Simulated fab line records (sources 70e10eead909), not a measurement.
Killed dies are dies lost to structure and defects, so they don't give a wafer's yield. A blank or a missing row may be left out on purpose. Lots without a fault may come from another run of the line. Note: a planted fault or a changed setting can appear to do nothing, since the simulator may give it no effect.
The tool behind it: which one? :: flow nand harc :: Sampling: 13 lots, 39 wafers, 6 of 1159 route steps

## WHAT EACH GAUGE READ, for each wafer
NHARC_P_STI_OVL_MEAS_10. Usual: overlay x nm -1 nm, standard deviation 4.2; overlay y nm 0 nm, standard deviation 5.3.
lot: L181
measured: day 2 21:52
on: overlay-02
overlay x nm (nm): 8 7 7
overlay y nm (nm): -5 -6 -5
flag: 

lot: L182
measured: day 2 22:01
on: overlay-02
overlay x nm (nm): -2 -2 -1
overlay y nm (nm): -7 -7 -8
flag: 

lot: L184
measured: day 3 08:26
on: overlay-02
overlay x nm (nm): -1 -1 -1
overlay y nm (nm): -6 -6 -6
flag: 

lot: L187
measured: day 4 04:53
on: overlay-02
overlay x nm (nm): -4 -4 -4
overlay y nm (nm): 0 1 0
flag: 

lot: L190
measured: day 4 22:55
on: overlay-01
overlay x nm (nm): -4 -4 -4
overlay y nm (nm): -5 -5 -5
flag: 

lot: L191
measured: day 5 06:29
on: overlay-02
overlay x nm (nm): -10 -10 -10
overlay y nm (nm): -8 -8 -9
flag: 

lot: L192
measured: day 5 13:10
on: overlay-02
overlay x nm (nm): 2 2 1
overlay y nm (nm): 8 7 7
flag: 

lot: L194
measured: day 5 19:38
on: overlay-02
overlay x nm (nm): 3 3 3
overlay y nm (nm): 1 1 0
flag: 

lot: L193
measured: day 5 19:48
on: overlay-01
overlay x nm (nm): 0 0 0
overlay y nm (nm): 4 4 4
flag: 

lot: L200
measured: day 7 11:18
on: overlay-01
overlay x nm (nm): -4 -5 -4
overlay y nm (nm): 1 2 1
flag: 

lot: L201
measured: day 7 16:53
on: overlay-02
overlay x nm (nm): -1 -2 -2
overlay y nm (nm): -2 -2 -2
flag: 

lot: L202
measured: day 8 04:56
on: overlay-02
overlay x nm (nm): 6 6 6
overlay y nm (nm): 8 8 8
flag: 

lot: L203
measured: day 8 09:47
on: overlay-02
overlay x nm (nm): 1 1 1
overlay y nm (nm): 11 12 11
flag: 

NHARC_P_STI_INSPECT_25. Usual: 212 for raw defect count, sd 68.
lot: L181
measured: day 4 06:12
on: defect inspect-01
raw defect count: 157 202 190
flag: 

lot: L182
measured: day 4 06:12
on: defect inspect-02
raw defect count: 202 210 198
flag: 

lot: L184
measured: day 4 11:29
on: defect inspect-01
raw defect count: 297 240 211
flag: 

lot: L187
measured: day 5 12:44
on: defect inspect-02
raw defect count: 257 243 225
flag: 

lot: L190
measured: day 6 02:07
on: defect inspect-02
raw defect count: 255 433 302
flag: 

lot: L191
measured: day 6 22:29
on: defect inspect-02
raw defect count: 229 109 103
flag: 

lot: L192
measured: day 6 22:30
on: defect inspect-01
raw defect count: 201 361 382
flag: 

lot: L194
measured: day 6 22:29
on: defect inspect-01
raw defect count: 238 218 142
flag: 

lot: L193
measured: day 6 22:31
on: defect inspect-02
raw defect count: 256 189 191
flag: 

lot: L200
measured: day 8 19:41
on: defect inspect-02
raw defect count: 200 237 167
flag: 

lot: L201
measured: day 8 19:41
on: defect inspect-01
raw defect count: 213 248 324
flag: 

lot: L202
measured: day 9 09:56
on: defect inspect-02
raw defect count: 296 190 312
flag: 

lot: L203
measured: day 9 09:58
on: defect inspect-02
raw defect count: 143 175 268
flag: 

NHARC_P_GATE_INSPECT_28. Usual: 6.0 for raw defect count, sd 2.7.
lot: L181
measured: day 5 06:01
on: defect inspect-02
raw defect count: 7 5 4
flag: 

lot: L182
measured: day 5 05:23
on: defect inspect-02
raw defect count: 4 5 5
flag: 

lot: L184
measured: day 5 09:09
on: defect inspect-01
raw defect count: 11 5 3
flag: 

lot: L187
measured: day 6 13:02
on: defect inspect-01
raw defect count: 5 11 8
flag: 

lot: L190
measured: day 7 00:11
on: defect inspect-01
raw defect count: 10 3 5
flag: 

lot: L191
measured: day 7 20:58
on: defect inspect-01
raw defect count: 1203 1314 1244 1193 1315 1227
flag: OFF

lot: L192
measured: day 7 21:28
on: defect inspect-02
raw defect count: 1235 1301 1312 1240 1291 1290
flag: OFF

lot: L194
measured: day 7 20:39
on: defect inspect-02
raw defect count: 1359 1256 1300 1353 1247 1292
flag: OFF

lot: L193
measured: day 7 21:19
on: defect inspect-02
raw defect count: 1241 1217 1282 1241 1230 1268
flag: OFF

lot: L200
measured: day 9 19:43
on: defect inspect-02
raw defect count: 5 8 2
flag: 

lot: L201
measured: day 9 19:29
on: defect inspect-02
raw defect count: 5 8 5
flag: 

lot: L202
measured: day 10 11:13
on: defect inspect-01
raw defect count: 3 9 3
flag: 

lot: L203
measured: day 10 11:58
on: defect inspect-01
raw defect count: 8 15 1
flag: 

NHARC_END_SORT_01. Usual: defect limited yield 95.3 %, standard deviation 1.5; killed at array 28, standard deviation 10; killed at other 0.6, standard deviation 1.1; killed at periphery 3.6, standard deviation 2.6; killed dies 32, standard deviation 10; killed open 3.3, standard deviation 1.8; killed short 1.9, standard deviation 1.4; sort_bin_2_pct 1.5 %, standard deviation 0.61; sort_bin_3_pct 0.27 %, standard deviation 0.2; sort_bin_4_pct 3.0 %, standard deviation 1; sort n pass 645, standard deviation 10; sort rim yield pct 97.3 %, standard deviation 1.9; sort yield pct 95.3 %, standard deviation 1.5.
lot: L187
measured: day 21 13:20
on: prober-02
defect limited yield (%): 95.4 94.5 95.7
killed at array: 25 30 25
killed at other: 0 2 0
killed at periphery: 6 5 4
killed dies: 31 37 29
killed open: 3 5 4
killed short: 3 3 2
sort_bin_2_pct (%): 1.6 1.9 1.2
sort_bin_3_pct (%): 0.30 0.15 0.44
sort_bin_4_pct (%): 2.7 3.4 2.7
sort n pass: 646 640 648
sort rim yield pct (%): 98.1 99.1 97.2
sort yield pct (%): 95.4 94.5 95.7
flag: 

## TOOL THAT RAN EACH LOT (tool first, then ch and the chambers of the sampled wafers, then the start)
lot: L181
NHARC_P_GATE_OXIDE_16: furnace-03 ch 0, day 4 18:02
NHARC_P_GATE_HM_OPEN_105: rie diel-04 ch 0,2, no start

lot: L182
NHARC_P_GATE_OXIDE_16: furnace-03 ch 0, day 4 18:02
NHARC_P_GATE_HM_OPEN_105: rie diel-04 ch 0,1,2, no start

lot: L184
NHARC_P_GATE_OXIDE_16: furnace-06 ch 0, day 4 22:50
NHARC_P_GATE_HM_OPEN_105: rie diel-07 ch 0,1,2, no start

lot: L187
NHARC_P_GATE_OXIDE_16: furnace-04 ch 0, day 6 02:08
NHARC_P_GATE_HM_OPEN_105: rie diel-04 ch 0,3, day 21 13:20 or earlier

lot: L190
NHARC_P_GATE_OXIDE_16: furnace-06 ch 0, day 6 13:43
NHARC_P_GATE_HM_OPEN_105: rie diel-07 ch 0,3, no start

lot: L191
NHARC_P_GATE_OXIDE_16: furnace-06 ch 0, day 7 10:25
NHARC_P_GATE_HM_OPEN_105: -

lot: L192
NHARC_P_GATE_OXIDE_16: furnace-06 ch 0, day 7 10:25
NHARC_P_GATE_HM_OPEN_105: -

lot: L194
NHARC_P_GATE_OXIDE_16: furnace-06 ch 0, day 7 10:25
NHARC_P_GATE_HM_OPEN_105: -

lot: L193
NHARC_P_GATE_OXIDE_16: furnace-06 ch 0, day 7 10:25
NHARC_P_GATE_HM_OPEN_105: -

lot: L200
NHARC_P_GATE_OXIDE_16: furnace-03 ch 0, day 9 08:11
NHARC_P_GATE_HM_OPEN_105: rie diel-05 ch 0,2, no start

lot: L201
NHARC_P_GATE_OXIDE_16: furnace-03 ch 0, day 9 08:11
NHARC_P_GATE_HM_OPEN_105: rie diel-04 ch 0,2,3, no start

lot: L202
NHARC_P_GATE_OXIDE_16: furnace-04 ch 0, day 10 00:15
NHARC_P_GATE_HM_OPEN_105: rie diel-07 ch 2,3, no start

lot: L203
NHARC_P_GATE_OXIDE_16: furnace-04 ch 0, day 10 00:15
NHARC_P_GATE_HM_OPEN_105: rie diel-04 ch 0,1,2, no start
- NHARC_P_GATE_OXIDE_16: material SiO2, target thk 3 nm, ox time 392 s.
- NHARC_P_GATE_HM_OPEN_105: chemistry O2/COS, target depth 360 nm.

## WHAT THE TOOLS THEMSELVES READ (means of the sampled wafers that have a number; where no wafer has one, the mark that the record gives instead)
NHARC_P_GATE_OXIDE_16. Usual: spike tc lower C 875.1 C, standard deviation 1.3; spike tc upper C 876.1 C, standard deviation 1.7.
lot: L181
tool: furnace-03
spike tc lower C (C): 873.6
spike tc upper C (C): 876.4
flag: 

lot: L182
tool: furnace-03
spike tc lower C (C): 873.5
spike tc upper C (C): 875.3
flag: 

lot: L184
tool: furnace-06
spike tc lower C (C): 875.5
spike tc upper C (C): 874.7
flag: 

lot: L187
tool: furnace-04
spike tc lower C (C): 875.6
spike tc upper C (C): 877.5
flag: 

lot: L190
tool: furnace-06
spike tc lower C (C): 875.6
spike tc upper C (C): 875.7
flag: 

lot: L191
tool: furnace-06
spike tc lower C (C): 874.4
spike tc upper C (C): 874.3
flag: 

lot: L192
tool: furnace-06
spike tc lower C (C): 875.7
spike tc upper C (C): 874.5
flag: 

lot: L194
tool: furnace-06
spike tc lower C (C): 875.3
spike tc upper C (C): 875.1
flag: 

lot: L193
tool: furnace-06
spike tc lower C (C): 875.2
spike tc upper C (C): 875.4
flag: 

lot: L200
tool: furnace-03
spike tc lower C (C): 874.5
spike tc upper C (C): 875.4
flag: 

lot: L201
tool: furnace-03
spike tc lower C (C): 874.4
spike tc upper C (C): 875.0
flag: 

lot: L202
tool: furnace-04
spike tc lower C (C): 876.6
spike tc upper C (C): 878.6
flag: 

lot: L203
tool: furnace-04
spike tc lower C (C): 875.9
spike tc upper C (C): 879.2
flag: 

NHARC_P_GATE_HM_OPEN_105. Usual: drypump motor current A 5.6 A, standard deviation 0.54; o2 flow sccm 400.1 sccm, standard deviation 1.2; oes product au 1.009 a.u., standard deviation 0.014; rf vpp V 467.7 V, standard deviation 2.5; showerhead plenum p Torr 3.15 Torr, standard deviation 0.11; throttle valve pct 28.330 %, standard deviation 0.0095.
lot: L181
tool: rie diel-04
drypump motor current A (A): 5.9
o2 flow sccm (sccm): 400.2
oes product au (a.u.): 0.999
rf vpp V (V): 468.4
showerhead plenum p Torr (Torr): 3.15
throttle valve pct (%): 28.328
flag: 

lot: L182
tool: rie diel-04
drypump motor current A (A): 5.6
o2 flow sccm (sccm): 400.4
oes product au (a.u.): 1.003
rf vpp V (V): 468.6
showerhead plenum p Torr (Torr): 3.16
throttle valve pct (%): 28.330
flag: 

lot: L184
tool: rie diel-07
drypump motor current A (A): 5.5
o2 flow sccm (sccm): 400.2
oes product au (a.u.): 1.008
rf vpp V (V): 466.4
showerhead plenum p Torr (Torr): 3.08
throttle valve pct (%): 28.331
flag: 

lot: L187
tool: rie diel-04
drypump motor current A (A): 5.6
o2 flow sccm (sccm): 400.1
oes product au (a.u.): 1.012
rf vpp V (V): 468.9
showerhead plenum p Torr (Torr): 3.23
throttle valve pct (%): 28.323
flag: 

lot: L190
tool: rie diel-07
drypump motor current A (A): 5.1
o2 flow sccm (sccm): 401.3
oes product au (a.u.): 1.002
rf vpp V (V): 463.7
showerhead plenum p Torr (Torr): 2.99
throttle valve pct (%): 28.332
flag: 

lot: L200
tool: rie diel-05
drypump motor current A (A): 6.3
o2 flow sccm (sccm): 399.7
oes product au (a.u.): 1.007
rf vpp V (V): 467.9
showerhead plenum p Torr (Torr): 3.17
throttle valve pct (%): 28.328
flag: 

lot: L201
tool: rie diel-04
drypump motor current A (A): 5.7
o2 flow sccm (sccm): 399.9
oes product au (a.u.): 1.007
rf vpp V (V): 469.1
showerhead plenum p Torr (Torr): 3.20
throttle valve pct (%): 28.336
flag: 

lot: L202
tool: rie diel-07
drypump motor current A (A): 5.6
o2 flow sccm (sccm): 400.1
oes product au (a.u.): 1.026
rf vpp V (V): 467.8
showerhead plenum p Torr (Torr): 3.14
throttle valve pct (%): 28.332
flag: 

lot: L203
tool: rie diel-04
drypump motor current A (A): 5.6
o2 flow sccm (sccm): 400.5
oes product au (a.u.): 1.013
rf vpp V (V): 468.0
showerhead plenum p Torr (Torr): 3.14
throttle valve pct (%): 28.324
flag: 

## THE ANSWER, worked out from the rows above alone
Rule: lot off if the mean of its wafers having a number is beyond 3 standard deviations from the usual mean. Also off: a lot with no number at a reading for which 4 or more lots have one. The other lots that the step has rows for count as sound. After the gauges, taken in route order, come the tools' own readings; for these a lot's mean is taken, as printed above. At the first step where some lot is off, the reading lying furthest off is the one used; lots without a number count as furthest.
Off, at NHARC_P_GATE_INSPECT_28 on raw defect count: L191, L192, L194, L193.
If a tool, at a process step before that reading, ran all the lots that are off and no sound lot after the first of them, it fits. The gauges at NHARC_P_GATE_INSPECT_28 are tried like those tools. One candidate fits, namely furnace-06 at NHARC_P_GATE_OXIDE_16. A fault onset in the window from L190 (day 6 13:43, its last sound lot) to L191 (day 7 10:25, its first lot off) fits.

## WHAT HAD BEEN PUT IN BY THE SIMULATOR
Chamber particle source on furnace-06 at NHARC_P_GATE_OXIDE_16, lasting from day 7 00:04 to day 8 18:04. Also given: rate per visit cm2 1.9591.
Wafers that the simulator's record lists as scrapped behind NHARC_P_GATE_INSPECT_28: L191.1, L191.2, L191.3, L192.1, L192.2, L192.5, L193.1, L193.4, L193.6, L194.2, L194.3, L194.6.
Lots struck among those shown: L191, L192, L194, L193. Same finding as the rule above.
